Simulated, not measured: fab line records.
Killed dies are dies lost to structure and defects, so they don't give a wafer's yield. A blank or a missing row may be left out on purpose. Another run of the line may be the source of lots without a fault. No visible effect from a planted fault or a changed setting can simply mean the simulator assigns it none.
fab line records	flow n5-finfet	part 1 of 2: steps 1 to 20 of 31
record lots=5	wafers=15	last-day=17
route steps=1938 shown FIN_CUT@156 STI_FIN_REVEAL@183
lots untouched by any fault: they come from a run of this same line in which no faults occurred
start-h: start of the lot's first displayed wafer, in hours after the record's first day	wait-h: time in hours since the lot's previous step	" identical to the entry in the row above	L1.1+2: a single row standing in for several wafers	- no value present, or no start provided	* or withheld: withheld	< > ~ a bound
route shown NAME@n: names a module that has steps shown in the file, with the first one's number in the route	usual: mean/standard deviation of fault-free wafers	same: alike in all rows	chamber/n: place in a boat	sites: per-site readings	_std_site: their standard deviation	_edge_site: mean of outer sites minus mean of inner sites	radius-mm: how far each site lies from the wafer's centre	mask NAME#n: copy n	behind: the last tool/chamber to shape the wafer	hold: cause of the lot's hold/its duration in hours/its outcome	device: which transistor (n, p or np) failed to switch	end of line: tests of these same wafers at the route's end	a step without rows: its recipe alone	killed: dies lost to structure and defects at the first sort, not the wafer's yield	map: shows each die of a wafer: x if killed, . if not, _ if none is there
set.NAME: setting as actually run; set.NAME@STEP: the setting as run at that earlier step	model.NAME: the simulator's own value behind a step, which no gauge read
lots seen at some steps along the route; tables by step, rows by wafer
services: from which hour (start-h, from the record's first day; less than 0 if before it) a tool's chamber was out of use, for how many hours, and why
## steps
# step N5_FIN_CUT_COAT_29
# recipe resist=underlayer	temp-c=205	time-s=60	spin-rpm=1500	resist-thk-nm=10
lot.wafer	tool	chamber	start-h	wait-h
L076.1+2+5	litho-track-05	0	-	-
L084.3+5+6	litho-track-05	0	-	-
L090.1+4+6	litho-track-03	0	-	-
L095.1+3+6	litho-track-03	0	-	-
L097.1+2+5	litho-track-03	0	-	-
# step N5_FIN_CUT_COAT_02
# recipe resist=CAR-EUV	spin-rpm=1500	resist-thk-nm=30
lot.wafer	tool	chamber	start-h	wait-h
L076.1+2+5	litho-track-05	0	-	-
L084.3+5+6	litho-track-05	0	-	-
L090.1+4+6	litho-track-03	0	-	-
L095.1+3+6	litho-track-03	0	-	-
L097.1+2+5	litho-track-03	0	-	-
# step N5_FIN_CUT_EBR_04
# recipe solvent=PGMEA	ebr-width-mm=1.5
lot.wafer	tool	chamber	start-h	wait-h
L076.1+2+5	litho-track-05	0	-	-
L084.3+5+6	litho-track-05	0	-	-
L090.1+4+6	litho-track-03	0	-	-
L095.1+3+6	litho-track-03	0	-	-
L097.1+2+5	litho-track-03	0	-	-
# step N5_FIN_CUT_SOFTBAKE_03
# recipe temp-c=110	time-s=60	resist=CAR-EUV
lot.wafer	tool	chamber	start-h	wait-h
L076.1+2+5	litho-track-05	0	-	-
L084.3+5+6	litho-track-05	0	-	-
L090.1+4+6	litho-track-03	0	-	-
L095.1+3+6	litho-track-03	0	-	-
L097.1+2+5	litho-track-03	0	-	-
# step N5_FIN_CUT_EXPOSE_05
# recipe mask-id=FIN_CUT	na=0.33	source-shape=annular	sigma-inner=0.35	sigma-outer=0.8	polarization=unpolarized	dose-mj=45.75
lot.wafer	tool	chamber	start-h	wait-h	mask
L076.1+2+5	euv-scanner-02	0	39.44	-	FIN_CUT#0
L084.3+5+6	euv-scanner-01	0	87.05	-	FIN_CUT#0
L090.1+4+6	euv-scanner-01	0	124.77	-	FIN_CUT#0
L095.1+3+6	euv-scanner-01	0	154.80	-	FIN_CUT#0
L097.1+2+5	euv-scanner-01	0	165.26	-	FIN_CUT#0
# step N5_FIN_CUT_PEB_06
# recipe peb-temp-c=100	peb-time-s=60	resist=CAR-EUV
lot.wafer	tool	chamber	start-h	wait-h
L076.1+2+5	litho-track-04	0	39.51	0.1
L084.3+5+6	litho-track-05	0	87.10	0.0
L090.1+4+6	litho-track-03	0	124.84	0.1
L095.1+3+6	litho-track-04	0	154.87	0.1
L097.1+2+5	litho-track-05	0	165.33	0.1
# step N5_FIN_CUT_DEVELOP_07
# recipe develop-time-s=30	developer=TMAH	resist=CAR-EUV	rinse-liquid=surfactant-rinse	dry=air-spin	dev-temp-c=23
# same develop-time-s=30
lot.wafer	tool	chamber	start-h	wait-h
L076.1+2+5	litho-track-04	0	-	-
L084.3+5+6	litho-track-05	0	-	-
L090.1+4+6	litho-track-03	0	-	-
L095.1+3+6	litho-track-04	0	-	-
L097.1+2+5	litho-track-05	0	-	-
# step N5_FIN_CUT_CD_MEAS_08
# recipe target-cd-nm=29.1	landing-energy-ev=500	detector=se-inlens	polarity=opening
# usual cd-nm=29.02/0.24
# same landing-energy-ev=500
lot.wafer	tool	chamber	start-h	wait-h	cd-nm
L076.1	cd-sem-03	0	39.57	-	29.14
L076.2	"	0	"	"	29.23
L076.5	"	0	"	"	28.78
L084.3	cd-sem-02	0	87.17	-	29.17
L084.5	"	0	"	"	29.01
L084.6	"	0	"	"	29.01
L090.1	cd-sem-02	0	124.91	-	29.17
L090.4	"	0	"	"	29.24
L090.6	"	0	"	"	29.22
L095.1	cd-sem-03	0	154.94	-	29.02
L095.3	"	0	"	"	29.26
L095.6	"	0	"	"	29.17
L097.1	cd-sem-02	0	165.40	-	29.09
L097.2	"	0	"	"	28.94
L097.5	"	0	"	"	28.67
# step N5_FIN_CUT_OVL_MEAS_09
# recipe points-per-wafer=522
# usual FIN_CUT_OVL=-0.3/0.74
lot.wafer	tool	chamber	start-h	wait-h	FIN_CUT_OVL[nm]
L076.1	overlay-02	0	39.60	0.0	1.0
L076.2	"	0	"	"	0.6
L076.5	"	0	"	"	1.1
L084.3	overlay-02	0	87.21	0.0	-0.6
L084.5	"	0	"	"	-1.6
L084.6	"	0	"	"	-0.4
L090.1	overlay-01	0	124.94	0.0	0.6
L090.4	"	0	"	"	0.1
L090.6	"	0	"	"	-0.5
L095.1	overlay-02	0	154.97	0.0	0.0
L095.3	"	0	"	"	-0.7
L095.6	"	0	"	"	-0.7
L097.1	overlay-01	0	165.43	0.0	-0.4
L097.2	"	0	"	"	-0.9
L097.5	"	0	"	"	-0.4
# step N5_FIN_CUT_INSPECT_10
# recipe mode=adi	inspect-instrument=brightfield
# usual raw-defect-count=42/11
lot.wafer	tool	chamber	start-h	wait-h	raw-defect-count
L076.1	defect-inspect-02	-	39.66	0.1	45
L076.2	"	-	"	"	26
L076.5	"	-	"	"	53
L084.3	defect-inspect-02	-	87.26	0.0	56
L084.5	"	-	"	"	56
L084.6	"	-	"	"	45
L090.1	defect-inspect-02	-	125.00	0.1	36
L090.4	"	-	"	"	49
L090.6	"	-	"	"	47
L095.1	defect-inspect-02	-	155.03	0.1	42
L095.3	"	-	"	"	33
L095.6	"	-	"	"	46
L097.1	defect-inspect-02	-	165.49	0.1	52
L097.2	"	-	"	"	34
L097.5	"	-	"	"	28
# step N5_FIN_CUT_DESCUM_13
# recipe chemistry=O2	time-s=7	source-power-w=50	bias-power-w=20	pressure-mtorr=20	rf-frequency-hz=2.712e+07	temp-c=40	resist=CAR-EUV	o2-flow-sccm=225
# usual drypump-motor-current-A=5.9/0.55	oes-product-au=0.79/0.088	rf-vpp-V=243.1/1.2	showerhead-plenum-p-Torr=2.09/0.057	throttle-valve-pct=20.37/0.29
lot.wafer	tool	chamber	start-h	wait-h	drypump-motor-current-A	oes-product-au	rf-hours-counter-h	rf-vpp-V	showerhead-plenum-p-Torr	throttle-valve-pct
L076.1	rie-diel-04	2	39.91	0.2	5.7	0.77	122	242.1	2.03	20.31
L076.2	"	1	"	"	5.0	0.69	245	244.1	2.18	20.87
L076.5	"	3	"	"	6.6	0.85	-	244.1	2.04	20.21
L084.3	rie-diel-02	1	87.29	0.0	5.3	0.77	136	242.8	2.07	20.06
L084.5	"	1	"	"	5.3	0.77	-	242.9	2.07	20.06
L084.6	"	2	"	"	6.2	0.67	-	241.8	1.97	20.49
L090.1	rie-diel-01	2	125.03	0.0	6.8	0.81	108	241.1	2.03	20.00
L090.4	"	1	"	"	6.3	0.91	25	244.3	2.13	20.56
L090.6	"	1	"	"	6.3	0.92	-	243.9	2.13	20.56
L095.1	rie-diel-02	2	155.60	0.6	6.2	0.93	9	244.4	2.23	20.19
L095.3	"	0	"	"	5.6	0.68	243	245.0	2.14	20.68
L095.6	"	1	"	"	5.3	0.77	-	243.3	2.06	20.09
L097.1	rie-diel-01	0	165.53	0.0	5.1	0.90	31	244.6	2.06	20.12
L097.2	"	1	"	"	6.3	0.89	38	244.6	2.13	20.59
L097.5	"	1	"	"	6.4	0.90	-	244.5	2.13	20.59
# step N5_FIN_CUT_ETCH_30
# recipe chemistry=N2/H2	target=underlayer	target-depth-a=130	mask-material=CAR-EUV	time-s=10.4	ion-energy-ev=200	pressure-mtorr=30	source-w=840	bias-w=150	n2-flow-sccm=200	h2-flow-sccm=200	ends=cleared
# usual drypump-motor-current-A=6.0/0.55	etch-rf-on-time-s=10.5/0.36	oes-product-au=0.68/0.071	rf-vpp-V=523.5/2.2	showerhead-plenum-p-Torr=2.53/0.076	throttle-valve-pct=17.78/0.29
lot.wafer	tool	chamber	start-h	wait-h	drypump-motor-current-A	etch-rf-on-time-s	oes-product-au	rf-hours-counter-h	rf-vpp-V	showerhead-plenum-p-Torr	throttle-valve-pct
L076.1	rie-diel-04	2	39.95	0.0	5.7	11.1	0.64	122	521.2	2.46	17.63
L076.2	"	1	"	"	5.0	9.6	0.60	245	525.5	2.63	18.31
L076.5	"	3	"	"	6.7	10.0	0.73	-	521.3	2.45	17.52
L084.3	rie-diel-02	1	87.33	0.0	5.4	10.2	0.67	136	523.2	2.55	17.73
L084.5	"	1	"	"	5.4	10.3	0.66	-	525.4	2.55	17.75
L084.6	"	2	"	"	6.2	10.5	0.57	-	519.7	2.38	17.93
L090.1	rie-diel-01	2	125.07	0.0	6.8	10.2	0.69	108	521.2	2.48	17.61
L090.4	"	1	"	"	6.4	10.9	0.76	25	525.0	2.58	17.81
L090.6	"	1	"	"	6.4	10.9	0.76	-	524.2	2.58	17.83
L095.1	rie-diel-02	2	155.63	0.0	6.2	10.1	0.79	9	528.9	2.69	17.54
L095.3	"	0	"	"	5.6	10.6	0.58	243	524.6	2.64	18.35
L095.6	"	1	"	"	5.4	10.2	0.65	-	524.0	2.54	17.77
L097.1	rie-diel-01	0	165.56	0.0	5.1	9.9	0.76	31	522.3	2.48	17.59
L097.2	"	1	"	"	6.3	10.6	0.75	38	524.2	2.58	17.86
L097.5	"	1	"	"	6.3	10.7	0.75	-	526.1	2.58	17.84
# step N5_FIN_CUT_ETCH_20
# recipe chemistry=CF4	target=SiARC	target-depth-a=260	mask-material=CAR-EUV	time-s=43.3	ion-energy-ev=80	pressure-mtorr=40	source-w=545	bias-w=36	Ar_flow_sccm=100	cf4-flow-sccm=100	ends=cleared
# usual drypump-motor-current-A=5.9/0.55	etch-rf-on-time-s=43.6/1.6	oes-product-au=0.68/0.072	rf-vpp-V=184.0/1.1	showerhead-plenum-p-Torr=2.13/0.054	throttle-valve-pct=15.53/0.24
lot.wafer	tool	chamber	start-h	wait-h	drypump-motor-current-A	etch-rf-on-time-s	oes-product-au	rf-hours-counter-h	rf-vpp-V	showerhead-plenum-p-Torr	throttle-valve-pct
L076.1	rie-diel-04	2	39.97	0.0	5.7	46.4	0.64	122	183.6	2.07	15.43
L076.2	"	1	"	"	5.0	40.2	0.61	245	185.0	2.19	15.89
L076.5	"	3	"	"	6.6	41.5	0.74	-	182.7	2.09	15.34
L084.3	rie-diel-02	1	87.35	0.0	5.4	42.6	0.67	136	185.2	2.15	15.54
L084.5	"	1	"	"	5.3	42.3	0.68	-	184.6	2.15	15.53
L084.6	"	2	"	"	6.2	42.9	0.59	-	183.6	2.03	15.82
L090.1	rie-diel-01	2	125.09	0.0	6.8	42.2	0.69	108	181.7	2.08	15.27
L090.4	"	1	"	"	6.4	45.2	0.76	25	185.5	2.18	15.60
L090.6	"	1	"	"	6.3	45.0	0.76	-	184.3	2.18	15.60
L095.1	rie-diel-02	2	155.65	0.0	6.2	41.4	0.80	9	185.2	2.28	15.37
L095.3	"	0	"	"	5.6	43.5	0.59	243	185.6	2.17	15.85
L095.6	"	1	"	"	5.4	42.3	0.65	-	184.9	2.14	15.58
L097.1	rie-diel-01	0	165.58	0.0	5.1	41.5	0.76	31	184.0	2.09	15.20
L097.2	"	1	"	"	6.4	44.3	0.76	38	183.6	2.18	15.62
L097.5	"	1	"	"	6.4	44.7	0.75	-	184.7	2.18	15.62
# step N5_FIN_CUT_ETCH_21
# recipe chemistry=N2/H2	target=SOC	target-depth-a=2190	overetch-a=438	mask-material=SiARC	temp-c=40	ion-energy-ev=100	bias-w=61	time-s=523.5	pressure-mtorr=30	source-w=850	n2-flow-sccm=200	h2-flow-sccm=200
# usual drypump-motor-current-A=6.0/0.55	oes-product-au=0.73/0.073	rf-vpp-V=240.5/1.3	showerhead-plenum-p-Torr=2.53/0.077	throttle-valve-pct=17.73/0.29
lot.wafer	tool	chamber	start-h	wait-h	drypump-motor-current-A	oes-product-au	rf-hours-counter-h	rf-vpp-V	showerhead-plenum-p-Torr	throttle-valve-pct
L076.1	rie-diel-04	2	40.00	0.0	5.8	0.72	122	240.1	2.46	17.58
L076.2	"	1	"	"	5.0	0.62	245	241.5	2.63	18.24
L076.5	"	3	"	"	6.7	0.77	-	240.1	2.45	17.45
L084.3	rie-diel-02	1	87.38	0.0	5.4	0.71	136	241.5	2.55	17.69
L084.5	"	1	"	"	5.3	0.72	-	239.7	2.55	17.71
L084.6	"	2	"	"	6.2	0.62	-	237.1	2.38	17.89
L090.1	rie-diel-01	2	125.12	0.0	6.8	0.74	108	240.9	2.48	17.59
L090.4	"	1	"	"	6.3	0.85	25	242.8	2.58	17.78
L090.6	"	1	"	"	6.3	0.84	-	241.5	2.58	17.78
L095.1	rie-diel-02	2	155.69	0.0	6.2	0.84	9	242.4	2.69	17.50
L095.3	"	0	"	"	5.6	0.64	243	242.1	2.64	18.32
L095.6	"	1	"	"	5.4	0.69	-	240.1	2.54	17.74
L097.1	rie-diel-01	0	165.62	0.0	5.1	0.80	31	241.0	2.48	17.52
L097.2	"	1	"	"	6.4	0.82	38	241.7	2.58	17.80
L097.5	"	1	"	"	6.4	0.82	-	241.1	2.58	17.81
# step N5_FIN_CUT_STRIP_23
# recipe chemistry=N2/H2	temp-c=40	n2-flow-sccm=200	h2-flow-sccm=200	rf-frequency-hz=6e+07
lot.wafer	tool	chamber	start-h	wait-h
L076.1+2+5	rie-diel-04	2,1,3	40.31	0.2
L084.3+5+6	rie-diel-02	1,1,2	87.69	0.2
L090.1+4+6	rie-diel-01	2,1,1	125.43	0.2
L095.1+3+6	rie-diel-02	2,0,1	156.00	0.2
L097.1+2+5	rie-diel-01	0,1,1	165.93	0.2
# step N5_FIN_CUT_STRIP_31
# recipe chemistry=N2/H2	temp-c=40	n2-flow-sccm=200	h2-flow-sccm=200	rf-frequency-hz=6e+07
lot.wafer	tool	chamber	start-h	wait-h
L076.1+2+5	rie-diel-04	2,1,3	40.32	0.0
L084.3+5+6	rie-diel-02	1,1,2	87.70	0.0
L090.1+4+6	rie-diel-01	2,1,1	125.44	0.0
L095.1+3+6	rie-diel-02	2,0,1	156.01	0.0
L097.1+2+5	rie-diel-01	0,1,1	165.94	0.0
# step N5_FIN_CUT_STRIP_24
# recipe chemistry=CF4	resist=SiARC	power-w=300	bias-power-w=75	pressure-mtorr=50	cf4-flow-sccm=150	rf-frequency-hz=6e+07
# usual drypump-motor-current-A=5.9/0.55	oes-product-au=0.78/0.079	rf-vpp-V=271.0/1.4	showerhead-plenum-p-Torr=1.79/0.039	throttle-valve-pct=13.52/0.23
lot.wafer	tool	chamber	start-h	wait-h	drypump-motor-current-A	oes-product-au	rf-hours-counter-h	rf-vpp-V	showerhead-plenum-p-Torr	throttle-valve-pct
L076.1	rie-diel-04	2	40.33	0.0	5.7	0.77	123	268.4	1.74	13.43
L076.2	"	1	"	"	5.0	0.67	245	272.5	1.83	13.86
L076.5	"	3	"	"	6.7	0.83	-	270.7	1.77	13.36
L084.3	rie-diel-02	1	87.71	0.0	5.3	0.76	136	271.8	1.80	13.54
L084.5	"	1	"	"	5.3	0.76	-	271.5	1.80	13.54
L084.6	"	2	"	"	6.2	0.67	-	269.9	1.71	13.86
L090.1	rie-diel-01	2	125.45	0.0	6.8	0.78	108	268.8	1.76	13.31
L090.4	"	1	"	"	6.3	0.90	25	271.8	1.81	13.45
L090.6	"	1	"	"	6.3	0.90	-	273.0	1.81	13.46
L095.1	rie-diel-02	2	156.02	0.0	6.2	0.91	10	273.3	1.92	13.33
L095.3	"	0	"	"	5.6	0.68	243	271.6	1.81	13.83
L095.6	"	1	"	"	5.3	0.75	-	271.5	1.79	13.56
L097.1	rie-diel-01	0	165.95	0.0	5.1	0.87	31	269.1	1.76	13.21
L097.2	"	1	"	"	6.4	0.88	38	270.4	1.81	13.47
L097.5	"	1	"	"	6.4	0.88	-	272.3	1.81	13.47
# step N5_FIN_CUT_CUT_ETCH_26
# recipe chemistry=CH3F/O2	target=SiNx	target-depth-a=390	mask-material=SOC	time-s=55.7	pressure-mtorr=30	source-w=395	bias-w=73	Ar_flow_sccm=150	CH3F_flow_sccm=30	O2_flow_sccm=20	ion-energy-ev=120
# usual drypump-motor-current-A=5.9/0.55	oes_ar_750_au=0.79/0.082	oes_f_703_au=0.79/0.084	oes-product-au=0.79/0.085	rf-vpp-V=296/8.5	showerhead-plenum-p-Torr=1.99/0.061	throttle-valve-pct=16.26/0.27
lot.wafer	tool	chamber	start-h	wait-h	drypump-motor-current-A	oes_ar_750_au	oes_f_703_au	oes-product-au	rf-hours-counter-h	rf-vpp-V	showerhead-plenum-p-Torr	throttle-valve-pct
L076.1	rie-diel-04	2	40.35	0.0	5.7	0.77	0.74	0.76	123	301	1.92	16.08
L076.2	"	1	"	"	5.0	0.69	0.72	0.71	245	291	2.06	16.69
L076.5	"	3	"	"	6.7	0.84	0.84	0.85	-	298	1.93	15.99
L084.3	rie-diel-02	1	87.73	0.0	5.4	0.78	0.79	0.77	136	298	2.01	16.28
L084.5	"	1	"	"	5.4	0.79	0.79	0.77	-	295	2.01	16.26
L084.6	"	2	"	"	6.2	0.69	0.70	0.67	-	286	1.88	16.49
L090.1	rie-diel-01	2	125.47	0.0	6.8	0.78	0.77	0.81	108	300	1.92	15.90
L090.4	"	1	"	"	6.4	0.91	0.91	0.90	25	283	2.05	16.45
L090.6	"	1	"	"	6.4	0.91	0.90	0.90	-	282	2.05	16.47
L095.1	rie-diel-02	2	156.04	0.0	6.2	0.92	0.93	0.93	10	292	2.13	16.07
L095.3	"	0	"	"	5.6	0.70	0.70	0.68	243	283	2.05	16.67
L095.6	"	1	"	"	5.3	0.77	0.78	0.76	-	297	2.00	16.30
L097.1	rie-diel-01	0	165.97	0.0	5.1	0.86	0.86	0.89	31	300	1.94	15.90
L097.2	"	1	"	"	6.4	0.89	0.88	0.87	38	282	2.05	16.49
L097.5	"	1	"	"	6.4	0.89	0.88	0.86	-	284	2.05	16.48
# step N5_FIN_CUT_CUT_ETCH_27
# recipe chemistry=CHF3/O2	target=SiO2	target-depth-a=40	mask-material=SOC	overetch-a=20	time-s=4.9	pressure-mtorr=30	source-w=650	bias-w=170	Ar_flow_sccm=200	CHF3_flow_sccm=50	O2_flow_sccm=5	ion-energy-ev=200
# usual drypump-motor-current-A=5.9/0.55	oes_ar_750_au=0.79/0.081	oes_f_703_au=0.79/0.083	oes-product-au=0.63/0.063	rf-vpp-V=521/15	showerhead-plenum-p-Torr=2.39/0.072	throttle-valve-pct=18.71/0.29
lot.wafer	tool	chamber	start-h	wait-h	drypump-motor-current-A	oes_ar_750_au	oes_f_703_au	oes-product-au	rf-hours-counter-h	rf-vpp-V	showerhead-plenum-p-Torr	throttle-valve-pct
L076.1	rie-diel-04	2	40.39	0.0	5.7	0.76	0.76	0.61	123	529	2.31	18.54
L076.2	"	1	"	"	5.0	0.70	0.73	0.54	245	514	2.48	19.11
L076.5	"	3	"	"	6.7	0.85	0.86	0.66	-	528	2.33	18.43
L084.3	rie-diel-02	1	87.77	0.0	5.4	0.78	0.78	0.60	136	524	2.42	18.73
L084.5	"	1	"	"	5.3	0.78	0.79	0.61	-	523	2.42	18.73
L084.6	"	2	"	"	6.2	0.68	0.68	0.53	-	505	2.28	18.99
L090.1	rie-diel-01	2	125.51	0.0	6.8	0.79	0.78	0.63	108	529	2.32	18.34
L090.4	"	1	"	"	6.3	0.91	0.90	0.72	25	500	2.48	19.00
L090.6	"	1	"	"	6.4	0.90	0.89	0.72	-	499	2.48	19.00
L095.1	rie-diel-02	2	156.08	0.0	6.2	0.92	0.93	0.72	10	515	2.57	18.61
L095.3	"	0	"	"	5.5	0.69	0.69	0.55	243	497	2.47	19.12
L095.6	"	1	"	"	5.3	0.76	0.76	0.59	-	522	2.41	18.77
L097.1	rie-diel-01	0	166.01	0.0	5.1	0.88	0.88	0.69	31	530	2.34	18.32
L097.2	"	1	"	"	6.4	0.89	0.87	0.70	38	499	2.47	19.02
L097.5	"	1	"	"	6.3	0.89	0.88	0.70	-	499	2.47	19.02
# step N5_FIN_CUT_PRECLEAN_35
# recipe time-s=13.3	temp-c=45	pressure-torr=125	p-hf-torr=3	p-coreactant-torr=25	chemistry=vHF
# usual drypump-motor-current-A=5.7/0.3
lot.wafer	tool	chamber	start-h	wait-h	drypump-motor-current-A
L076.1	vapor-etch-02	1	40.46	0.0	6.0
L076.2	"	0	"	"	5.2
L076.5	"	1	"	"	6.0
L084.3	vapor-etch-02	1	87.86	0.1	6.0
L084.5	"	1	"	"	6.0
L084.6	"	0	"	"	5.3
L090.1	vapor-etch-02	1	125.58	0.0	5.9
L090.4	"	1	"	"	6.0
L090.6	"	0	"	"	5.3
L095.1	vapor-etch-02	0	156.15	0.0	5.2
L095.3	"	1	"	"	6.0
L095.6	"	1	"	"	6.0
L097.1	vapor-etch-01	1	166.08	0.0	5.9
L097.2	"	0	"	"	5.6
L097.5	"	1	"	"	5.9
